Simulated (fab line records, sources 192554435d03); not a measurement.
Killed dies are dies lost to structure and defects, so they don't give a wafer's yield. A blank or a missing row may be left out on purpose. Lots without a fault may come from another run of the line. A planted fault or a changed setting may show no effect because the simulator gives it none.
A struck lot beside a sound one | flow n5_finfet | 25 steps out of a route of 1938
Sound: wafers L499.1, L499.2, L499.4. Struck: wafers L497.1, L497.3, L497.6. The cause comes at the end.
At each step with rows: each side's tool, then ch and its chambers, then its first start. Under that, the readings that differ: sound wafers | struck wafers | difference of the means | sigmas: that difference in standard deviations of wafers without a fault.
alike: readings whose means differ by less than 2 such deviations, and words and numbers that are the same on both sides. not compared: withheld readings, readings that some wafer has no value for, bounds like >300 that may hide the same value, and numbers for which the record gives no deviation and whose values overlap.
The two part at a step that has a row with sigmas, a row that says differs or no value, or rows on one side only. Numbers that don't overlap but have no deviation are shown without sigmas and don't part them. A reading that every wafer of one side lacks parts them only if that side has two wafers or more.

first, 5 steps without rows for these wafers: N5_BEOL_M0_SAQP_EBR_10; N5_BEOL_M0_SAQP_SOFTBAKE_09 (time 60 s); N5_BEOL_M0_SAQP_EXPOSE_11 (exposes mask M0 CORE, target cd 42 nm); N5_BEOL_M0_SAQP_PEB_12 (peb time 60 s); N5_BEOL_M0_SAQP_DEVELOP_13 (develop time 30 s).
N5_BEOL_M0_SAQP_CD_MEAS_14: target cd 42.5 nm.
  sound on cd_sem-03 ch 0, day 10 16:13; struck on cd_sem-03 ch 0, day 10 00:59
  alike: cd_nm
N5_BEOL_M0_SAQP_OVL_MEAS_15:
  sound on overlay-01 ch 0, day 10 16:14; struck on overlay-01 ch 0, day 10 01:01
  alike: M0_CORE_OVL
N5_BEOL_M0_SAQP_INSPECT_16: inspects for defects (brightfield).
  sound on defect_inspect-02, day 10 16:16; struck on defect_inspect-01, day 10 01:02
  alike: raw_defect_count
then, 1 step without rows for these wafers: N5_BEOL_M0_SAQP_DESCUM_19 (chemistry O2, time 7.9 s).
N5_BEOL_M0_SAQP_ETCH_83: etches SiARC in CF4, target depth 39 nm, time 65 s.
  sound on rie_diel-01 ch 0,1,3, day 10 16:20; struck on rie_diel-01 ch 0,2, day 10 01:18
  alike: chamber_pressure_mTorr, drypump_motor_current_A, etch_rf_on_time_s, oes_product_au, rf_vpp_V, showerhead_plenum_p_Torr, throttle_valve_pct
  not compared: rf_hours_counter_h
N5_BEOL_M0_SAQP_ETCH_84: etches SOC in N2/H2, target depth 100 nm, overetch 20 nm, time 150 s.
  sound on rie_diel-01 ch 0,1,3, day 10 16:23; struck on rie_diel-01 ch 0,2, day 10 01:21
  alike: chamber_pressure_mTorr, drypump_motor_current_A, oes_product_au, rf_vpp_V, showerhead_plenum_p_Torr, throttle_valve_pct
  not compared: rf_hours_counter_h
then, 1 step without rows for these wafers: N5_BEOL_M0_SAQP_STRIP_80 (strips in N2/H2).
N5_BEOL_M0_SAQP_HM_OPEN_112: chemistry CHF3/O2, target SiO2, stops on a-Si, target depth 12 nm, time 13.5 s.
  sound on rie_diel-01 ch 0,1,3, day 10 16:29; struck on rie_diel-01 ch 0,2, day 10 01:28
  no value came back on the struck wafers for any of 9 readings (CHF3_flow_sccm (sccm), O2_flow_sccm (sccm) and others); on the sound wafers CHF3_flow_sccm (sccm) reads 49.97 50.12 49.79
  reading                                         | sound   | struck         | difference | sigmas
  model.SiARC_of_BEOL_M0_SAQP_COAT_82.thk_nm (nm) | 5 5 5.8 | 24.6 24.4 24.4 | +19.2      |
then, 1 step without rows for these wafers: N5_BEOL_M0_SAQP_STRIP_113 (strips in CHF3/O2).
N5_BEOL_M0_SAQP_MANDREL_ETCH_20: etches a-Si in HBr/Cl2, stops on SiNx, target depth 60 nm, bt time 10 s, time 30 s.
  sound on rie_si-06 ch 0,1,3, day 10 16:35; struck on rie_si-06 ch 2,3, day 10 01:32
  reading                | sound             | struck            | difference | sigmas
  oes_product_au (a.u.)  | 0.773 0.794 0.776 | 0.335 0.327 0.331 | -0.450     | -32
  throttle_valve_pct (%) | 35.1 35.3 35.0    | 36.2 36.0 36.0    | +0.9       | +2
  alike: chamber_pressure_mTorr, drypump_motor_current_A
  not compared: rf_hours_counter_h
N5_BEOL_M0_SAQP_STRIP_86: strips in N2/H2.
  sound on rie_diel-01 ch 0,2,3, day 10 16:41; struck on rie_diel-05 ch 2,3, day 10 01:38
  alike: chamber_pressure_mTorr, drypump_motor_current_A, oes_product_au, rf_vpp_V, showerhead_plenum_p_Torr, throttle_valve_pct
  not compared: rf_hours_counter_h
then, 2 steps without rows for these wafers: N5_BEOL_M0_SAQP_STRIP_115 (strips in post etch residue remover, time 60 s); N5_BEOL_M0_SAQP_SRD_93 (time 30 s).
N5_BEOL_M0_SAQP_RECESS_114: chemistry HF/NH3, target SiO2, target depth 14.4 nm, afs cycles 3, sublimation time 60 s.
  sound on vapor_etch-01 ch 0,1, day 10 16:49; struck on vapor_etch-02 ch 0,1, day 10 01:47
  alike: drypump_motor_current_A
then, 1 step without rows for these wafers: N5_BEOL_M0_SAQP_SPACER1_ALD_98 (deposits SiO2, target thk 12.8 nm, pulse time 1 s, purge time 2 s).
N5_BEOL_M0_SAQP_SPACER1_ETCHBACK_99: etches SiO2 in CHF3/O2, target depth 15.4 nm, time 7.7 s.
  sound on rie_diel-04 ch 1,2,3, day 10 17:44; struck on rie_diel-01 ch 1,3, day 10 02:38
  alike: chamber_pressure_mTorr, drypump_motor_current_A, oes_product_au, rf_vpp_V, showerhead_plenum_p_Torr, throttle_valve_pct
  not compared: rf_hours_counter_h
N5_BEOL_M0_SAQP_MANDREL1_REMOVE_100: chemistry HBr/Cl2/O2, target a-Si, stops on SiNx, bt time 10 s.
  sound on rie_si-06 ch 0,2,3, day 10 17:50; struck on rie_si-02 ch 0,1,3, day 10 02:43
  reading               | sound             | struck            | difference | sigmas
  oes_product_au (a.u.) | 0.989 1.017 1.021 | 0.384 0.386 0.370 | -0.629     | -26
  alike: chamber_pressure_mTorr, drypump_motor_current_A, throttle_valve_pct
  not compared: rf_hours_counter_h
N5_BEOL_M0_SAQP_CD_MEAS_25: target cd 13.1 nm.
  sound on cd_sem-01 ch 0, day 10 17:56; struck on cd_sem-02 ch 0, day 10 02:50
  reading    | sound             | struck | difference                    | sigmas
  cd_nm (nm) | 12.42 12.91 12.72 | - - -  | no value on the struck wafers |
then, 1 step without rows for these wafers: N5_BEOL_M0_SAQP_ETCH_101 (etches SiNx in CH3F/O2, target depth 29.9 nm, time 42.7 s).
N5_BEOL_M4_RC_MEAS_101:
  the record has rows for the sound wafers here (prober-02 ch 0, day 13 06:28) and none for the struck ones

WHERE THEY PART
First at N5_BEOL_M0_SAQP_HM_OPEN_112; last, within this record, at N5_BEOL_M4_RC_MEAS_101.

WHY: what the simulator had put in
Skipped step whole: rie_diel-01, from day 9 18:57 on, at N5_BEOL_M0_SAQP_HM_OPEN_112. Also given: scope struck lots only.
